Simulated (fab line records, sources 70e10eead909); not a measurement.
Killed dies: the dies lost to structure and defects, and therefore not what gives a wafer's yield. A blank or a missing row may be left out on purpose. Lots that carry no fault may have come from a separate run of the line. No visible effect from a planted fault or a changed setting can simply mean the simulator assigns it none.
A sampling plan put to the test    flow nandHarc    one line in one fab, 36 faults in these records, each fault weighed on the records of the lots it struck
What counts as the plan is the set of the line's own looks, namely the steps on the route at which a gauge or an inspection reads a wafer and does not change it. Where struck wafers have a number at a look and the file lists that look's usual mean and standard deviation on fault-free wafers, the look can be judged. Caught: 4 or more of those standard deviations (sigma) separate the usual mean from the mean of the struck wafers at a look after the fault's first step. On the tool: here the same test is run on the tool's own readings at the fault's steps. Caught also covers a different recipe on the struck wafers, or a record left blank for those wafers only.

== THE FAULTS, as the simulator had put them in ==
1. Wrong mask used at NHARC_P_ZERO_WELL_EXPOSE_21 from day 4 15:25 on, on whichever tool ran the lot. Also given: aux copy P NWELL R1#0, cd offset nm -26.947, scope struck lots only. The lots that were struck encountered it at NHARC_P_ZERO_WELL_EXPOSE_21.
2. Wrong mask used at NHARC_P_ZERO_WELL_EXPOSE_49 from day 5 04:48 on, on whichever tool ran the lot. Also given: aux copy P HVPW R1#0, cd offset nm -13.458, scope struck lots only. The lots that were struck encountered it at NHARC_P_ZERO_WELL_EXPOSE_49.
3. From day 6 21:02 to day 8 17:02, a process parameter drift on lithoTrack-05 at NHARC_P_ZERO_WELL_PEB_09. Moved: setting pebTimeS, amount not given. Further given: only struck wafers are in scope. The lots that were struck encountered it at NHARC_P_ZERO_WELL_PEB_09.
4. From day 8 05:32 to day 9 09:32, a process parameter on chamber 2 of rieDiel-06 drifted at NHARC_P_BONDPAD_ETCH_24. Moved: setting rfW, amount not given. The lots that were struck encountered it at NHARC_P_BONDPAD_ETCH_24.
5. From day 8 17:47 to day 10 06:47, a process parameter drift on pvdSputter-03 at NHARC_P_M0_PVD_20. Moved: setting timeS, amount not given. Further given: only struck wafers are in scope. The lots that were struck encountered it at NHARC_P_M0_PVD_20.
6. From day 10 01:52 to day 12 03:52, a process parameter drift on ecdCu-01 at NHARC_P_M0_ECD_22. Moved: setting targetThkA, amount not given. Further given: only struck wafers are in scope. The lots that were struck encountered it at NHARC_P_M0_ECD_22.
7. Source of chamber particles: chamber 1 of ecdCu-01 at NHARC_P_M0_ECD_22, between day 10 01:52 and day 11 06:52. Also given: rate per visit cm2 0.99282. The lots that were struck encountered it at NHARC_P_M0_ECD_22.
8. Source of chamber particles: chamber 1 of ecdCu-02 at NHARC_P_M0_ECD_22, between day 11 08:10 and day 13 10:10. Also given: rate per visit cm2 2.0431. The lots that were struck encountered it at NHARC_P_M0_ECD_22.
9. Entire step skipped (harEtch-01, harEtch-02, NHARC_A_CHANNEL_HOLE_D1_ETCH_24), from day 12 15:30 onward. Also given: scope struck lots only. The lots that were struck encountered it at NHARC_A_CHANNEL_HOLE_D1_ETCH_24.
10. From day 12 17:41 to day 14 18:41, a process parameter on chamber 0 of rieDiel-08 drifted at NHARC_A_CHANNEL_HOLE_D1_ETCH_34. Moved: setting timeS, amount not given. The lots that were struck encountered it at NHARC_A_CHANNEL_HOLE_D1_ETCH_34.
11. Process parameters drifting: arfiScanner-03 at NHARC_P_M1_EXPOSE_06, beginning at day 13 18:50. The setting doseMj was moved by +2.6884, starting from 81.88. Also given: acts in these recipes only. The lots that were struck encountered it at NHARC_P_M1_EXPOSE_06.
12. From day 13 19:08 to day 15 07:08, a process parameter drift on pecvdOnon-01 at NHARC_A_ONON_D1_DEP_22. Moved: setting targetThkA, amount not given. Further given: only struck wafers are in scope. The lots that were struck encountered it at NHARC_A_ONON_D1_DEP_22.
13. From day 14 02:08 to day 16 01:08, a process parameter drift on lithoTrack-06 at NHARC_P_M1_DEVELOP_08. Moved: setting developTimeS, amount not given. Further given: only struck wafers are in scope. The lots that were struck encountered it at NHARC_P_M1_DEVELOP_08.
14. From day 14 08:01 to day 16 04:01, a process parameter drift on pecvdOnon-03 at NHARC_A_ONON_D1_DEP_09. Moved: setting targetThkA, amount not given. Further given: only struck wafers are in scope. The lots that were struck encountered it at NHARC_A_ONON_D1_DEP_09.
15. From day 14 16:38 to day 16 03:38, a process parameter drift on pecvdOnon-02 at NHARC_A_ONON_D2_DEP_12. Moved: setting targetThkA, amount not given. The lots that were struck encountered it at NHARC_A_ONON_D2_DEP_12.
16. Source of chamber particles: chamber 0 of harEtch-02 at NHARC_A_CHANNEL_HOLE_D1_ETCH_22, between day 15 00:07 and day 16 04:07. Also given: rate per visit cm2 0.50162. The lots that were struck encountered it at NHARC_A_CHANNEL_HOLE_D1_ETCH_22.
17. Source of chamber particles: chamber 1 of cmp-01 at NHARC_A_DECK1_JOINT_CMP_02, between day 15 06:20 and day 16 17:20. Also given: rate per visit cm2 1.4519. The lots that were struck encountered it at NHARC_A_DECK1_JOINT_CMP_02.
18. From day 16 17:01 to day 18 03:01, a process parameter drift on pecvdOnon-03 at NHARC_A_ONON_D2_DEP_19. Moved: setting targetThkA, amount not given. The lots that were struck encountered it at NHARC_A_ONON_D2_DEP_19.
19. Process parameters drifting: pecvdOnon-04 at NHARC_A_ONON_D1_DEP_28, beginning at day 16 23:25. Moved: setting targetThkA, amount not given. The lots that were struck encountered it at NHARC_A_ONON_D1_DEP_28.
20. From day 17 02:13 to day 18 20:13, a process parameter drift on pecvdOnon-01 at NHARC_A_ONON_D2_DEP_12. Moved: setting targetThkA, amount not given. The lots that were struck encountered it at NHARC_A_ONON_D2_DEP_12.
21. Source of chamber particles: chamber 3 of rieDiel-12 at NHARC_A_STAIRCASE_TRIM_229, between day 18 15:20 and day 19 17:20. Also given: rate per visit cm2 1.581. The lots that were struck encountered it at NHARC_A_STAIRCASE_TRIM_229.
22. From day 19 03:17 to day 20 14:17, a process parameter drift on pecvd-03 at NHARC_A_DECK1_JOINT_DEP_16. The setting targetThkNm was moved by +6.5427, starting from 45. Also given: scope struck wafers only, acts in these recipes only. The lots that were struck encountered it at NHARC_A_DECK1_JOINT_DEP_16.
23. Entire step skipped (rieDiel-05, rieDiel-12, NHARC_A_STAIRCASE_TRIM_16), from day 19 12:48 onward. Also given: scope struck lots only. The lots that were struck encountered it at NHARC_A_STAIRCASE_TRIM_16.
24. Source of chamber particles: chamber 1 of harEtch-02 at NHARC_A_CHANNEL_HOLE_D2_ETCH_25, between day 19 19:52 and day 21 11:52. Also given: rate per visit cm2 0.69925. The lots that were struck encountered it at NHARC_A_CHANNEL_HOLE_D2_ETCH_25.
25. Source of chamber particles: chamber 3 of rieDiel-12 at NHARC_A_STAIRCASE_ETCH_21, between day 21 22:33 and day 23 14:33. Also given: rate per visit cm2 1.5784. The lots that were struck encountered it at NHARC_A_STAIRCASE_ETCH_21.
26. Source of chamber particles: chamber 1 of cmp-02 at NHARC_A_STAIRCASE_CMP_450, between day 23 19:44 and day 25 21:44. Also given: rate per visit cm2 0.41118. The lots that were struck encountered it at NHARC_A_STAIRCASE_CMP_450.
27. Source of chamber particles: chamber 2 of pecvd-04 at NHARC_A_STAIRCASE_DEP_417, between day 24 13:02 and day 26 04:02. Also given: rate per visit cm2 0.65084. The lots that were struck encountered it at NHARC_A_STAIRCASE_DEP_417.
28. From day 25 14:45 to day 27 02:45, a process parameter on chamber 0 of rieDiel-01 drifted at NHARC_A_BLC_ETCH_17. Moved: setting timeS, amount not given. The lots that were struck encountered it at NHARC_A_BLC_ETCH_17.
29. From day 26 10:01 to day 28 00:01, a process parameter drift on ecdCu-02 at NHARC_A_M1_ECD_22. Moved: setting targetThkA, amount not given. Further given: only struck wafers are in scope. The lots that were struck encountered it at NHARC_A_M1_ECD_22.
30. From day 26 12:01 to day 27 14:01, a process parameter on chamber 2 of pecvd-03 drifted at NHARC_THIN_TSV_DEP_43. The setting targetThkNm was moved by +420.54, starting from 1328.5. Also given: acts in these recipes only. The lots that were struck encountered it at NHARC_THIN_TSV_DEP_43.
31. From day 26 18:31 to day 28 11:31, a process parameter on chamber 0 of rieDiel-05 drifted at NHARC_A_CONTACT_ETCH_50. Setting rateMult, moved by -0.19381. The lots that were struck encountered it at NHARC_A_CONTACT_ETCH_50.
32. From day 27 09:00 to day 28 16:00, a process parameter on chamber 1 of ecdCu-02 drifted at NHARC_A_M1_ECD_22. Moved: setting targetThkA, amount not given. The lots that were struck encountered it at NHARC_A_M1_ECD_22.
33. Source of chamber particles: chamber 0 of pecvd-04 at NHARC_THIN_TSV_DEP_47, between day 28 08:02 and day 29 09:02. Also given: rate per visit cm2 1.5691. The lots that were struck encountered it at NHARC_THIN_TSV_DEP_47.
34. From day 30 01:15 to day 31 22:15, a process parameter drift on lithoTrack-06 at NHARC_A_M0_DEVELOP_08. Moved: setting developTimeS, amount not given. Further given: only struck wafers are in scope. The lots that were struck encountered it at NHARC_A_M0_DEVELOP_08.
35. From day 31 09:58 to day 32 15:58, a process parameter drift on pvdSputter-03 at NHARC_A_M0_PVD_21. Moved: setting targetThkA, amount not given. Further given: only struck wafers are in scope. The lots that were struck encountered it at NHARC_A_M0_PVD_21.
36. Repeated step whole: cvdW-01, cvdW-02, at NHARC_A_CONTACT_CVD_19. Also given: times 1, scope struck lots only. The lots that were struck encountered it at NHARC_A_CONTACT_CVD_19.

== WHAT THE PLAN SAW ==
fault  on the tool itself                                first look that catches it                       reading, sigma                                           median hours from its first step to that look  hours from the fault's start to the first struck lot there  judged looks passed uncaught
1      no reading that can be judged                     NHARC_P_ZERO_WELL_CD_MEAS_24                     cdNm -13                                                 0.2                                            5                                                           0
2      no reading that can be judged                     NHARC_P_ZERO_WELL_CD_MEAS_52                     cdNm -6.4                                                0.2                                            5                                                           0
3      heaterPowerTotalW +64 sigma                       NHARC_P_ZERO_WELL_CD_MEAS_11                     cdNm -11                                                 0.1                                            10                                                          0
4      rfFwdPowerW -99 or beyond sigma                   NHARC_END_SORT_01                                killedAtPeriphery +99 or beyond                          434.7                                          434                                                         0
5      under 2 sigma                                     NHARC_END_SORT_01                                killedAtPeriphery +99 or beyond                          465.5                                          499                                                         0
6      no reading that can be judged                     not the one look that can be judged after it     strongest: killedAtPeriphery at NHARC_END_SORT_01, +3.2  -                                              -                                                           1
7      no reading that can be judged                     NHARC_END_SORT_01                                killedAtPeriphery +99 or beyond                          447.5                                          459                                                         0
8      no reading that can be judged                     NHARC_END_SORT_01                                killedAtPeriphery +99 or beyond                          449.1                                          467                                                         1
9      the tool's record is blank for the struck wafers  NHARC_A_CHANNEL_HOLE_D1_CD_MEAS_30               cdNm -75                                                 3.3                                            6                                                           0
10     runLengthS -23 sigma                              NHARC_END_SORT_01                                killedAtArray +26                                        391.1                                          395                                                         0
11     exposureDoseMJCm2 +26 sigma                       not the one look that can be judged after it     strongest: cdNm at NHARC_P_M1_CD_MEAS_09, +2.9           -                                              -                                                           1
12     under 2 sigma                                     NHARC_A_ONON_D1_THK_MEAS_24                      thkNm +8.6                                               0.5                                            12                                                          0
13     no reading that can be judged                     none of the 4 looks that can be judged after it  -                                                        -                                              -                                                           4
14     under 2 sigma                                     NHARC_A_ONON_D1_THK_MEAS_11                      thkNm -9.4                                               0.5                                            16                                                          0
15     no reading that can be judged                     NHARC_A_ONON_D2_THK_MEAS_14                      thkNm -29                                                0.5                                            4                                                           0
16     under 2 sigma                                     NHARC_A_CHANNEL_HOLE_D1_INSPECT_40               rawDefectCount +15                                       4.8                                            15                                                          0
17     under 2 sigma                                     NHARC_A_DECK1_JOINT_INSPECT_05                   rawDefectCount +10                                       0.8                                            33                                                          0
18     no reading that can be judged                     NHARC_A_ONON_D2_THK_MEAS_21                      thkNm -6.7                                               0.4                                            11                                                          0
19     no reading that can be judged                     NHARC_A_ONON_D1_THK_MEAS_30                      thkNm +68                                                0.5                                            3                                                           0
20     no reading that can be judged                     NHARC_A_ONON_D2_THK_MEAS_14                      thkNm -46                                                0.5                                            9                                                           0
21     under 2 sigma                                     not the one look that can be judged after it     strongest: killedDies at NHARC_END_SORT_01, +3.2         -                                              -                                                           1
22     under 2 sigma                                     NHARC_A_DECK1_JOINT_THK_MEAS_17                  thkNm +6.0                                               0.2                                            0                                                           0
23     the tool's record is blank for the struck wafers  NHARC_END_SORT_01                                killedAtArray +32                                        218.4                                          220                                                         0
24     under 2 sigma                                     NHARC_A_CHANNEL_HOLE_D2_INSPECT_40               rawDefectCount +4.7                                      2.7                                            9                                                           0
25     under 2 sigma                                     NHARC_END_SORT_01                                killedDies +5.3                                          211.9                                          221                                                         1
26     under 2 sigma                                     NHARC_END_SORT_01                                killedAtArray +9.9                                       133.0                                          130                                                         1
27     under 2 sigma                                     NHARC_END_SORT_01                                killedAtArray +4.7                                       217.5                                          235                                                         0
28     runLengthS -99 or beyond sigma                    NHARC_END_SORT_01                                killedDies +32                                           46.2                                           49                                                          0
29     no reading that can be judged                     no look after it can be judged                   -                                                        -                                              -                                                           0
30     under 2 sigma                                     NHARC_END_SORT_01                                killedAtOther +99 or beyond                              17.3                                           16                                                          0
31     oesProductAu -7.5 sigma                           NHARC_END_SORT_01                                killedAtArray +6.2                                       74.1                                           96                                                          0
32     no reading that can be judged                     not the one look that can be judged after it     strongest: killedOpen at NHARC_END_SORT_01, +2.1         -                                              -                                                           1
33     under 2 sigma                                     NHARC_END_SORT_01                                killedAtOther +70                                        14.7                                           20                                                          0
34     under 2 sigma                                     none of the 5 looks that can be judged after it  -                                                        -                                              -                                                           5
35     under 2 sigma                                     NHARC_END_SORT_01                                killedAtArray +32                                        37.6                                           42                                                          0
36     under 2 sigma                                     none of the 2 looks that can be judged after it  -                                                        -                                              -                                                           2
A dash: the fault is not caught, or the number is missing from these records.

Caught at a look: 28 of 36. Caught on the tool: 8 of 36. By one or the other: 29 of 36.
Caught on the tool alone: fault 11.
Caught at a look alone: faults 1, 2, 5, 7, 8, 12, 14, 15, 16, 17, 18, 19, 20, 22, 24, 25, 26, 27, 30, 33, 35.
Caught by neither: faults 6, 13, 21, 29, 32, 34, 36.

== THINNER SAMPLING ==
In the worst case, this is how late the first struck lot would be measured if the look that catches a fault measured only every second or every third lot, by lot number:
fault  struck lots at that look, in order of time  every lot  every second lot  every third lot
1      L294                                        5 h        may miss it       may miss it
2      L626                                        5 h        may miss it       may miss it
3      L291, L292, L294                            10 h       20 h              may miss all 3
4      L806, L807                                  434 h      455 h             may miss all 2
5      L688                                        499 h      may miss it       may miss it
7      L148, L146                                  459 h      may miss all 2    may miss all 2
8      L697, L699                                  467 h      may miss all 2    may miss all 2
9      L224, L226                                  6 h        may miss all 2    may miss all 2
10     L856                                        395 h      may miss it       may miss it
12     L527, L530                                  12 h       33 h              may miss all 2
14     L249, L250, L251                            16 h       32 h              38 h
15     L690, L692                                  4 h        may miss all 2    may miss all 2
16     L772, L773                                  15 h       28 h              may miss all 2
17     L166                                        33 h       may miss it       may miss it
18     L358, L360                                  11 h       may miss all 2    may miss all 2
19     L648, L649                                  3 h        20 h              may miss all 2
20     L512, L514                                  9 h        may miss all 2    may miss all 2
22     L284, L285, L287                            0 h        0 h               may miss all 3
23     L526, L528, L527                            220 h      240 h             240 h
24     L858, L861                                  9 h        41 h              may miss all 2
25     L813                                        221 h      may miss it       may miss it
26     L100, L101                                  130 h      170 h             may miss all 2
27     L732                                        235 h      may miss it       may miss it
28     L859, L860                                  49 h       75 h              may miss all 2
30     L885, L886                                  16 h       31 h              may miss all 2
31     L758, L760                                  96 h       may miss all 2    may miss all 2
33     L743, L742                                  20 h       30 h              may miss all 2
35     L751, L753, L752                            42 h       63 h              63 h
The hour figures run from when the fault began to the first measured lot among those it struck. Since the struck wafers were tested as one group against 4 sigma, a single lot by itself may lie under the limit. Other struck lots may not be in these records.

== THE LONGEST TIMED WAY FROM STEP TO LOOK ==
In fault 5, a median of 465.5 hours elapses between NHARC_P_M0_PVD_20 and NHARC_END_SORT_01. No look between them can be judged.
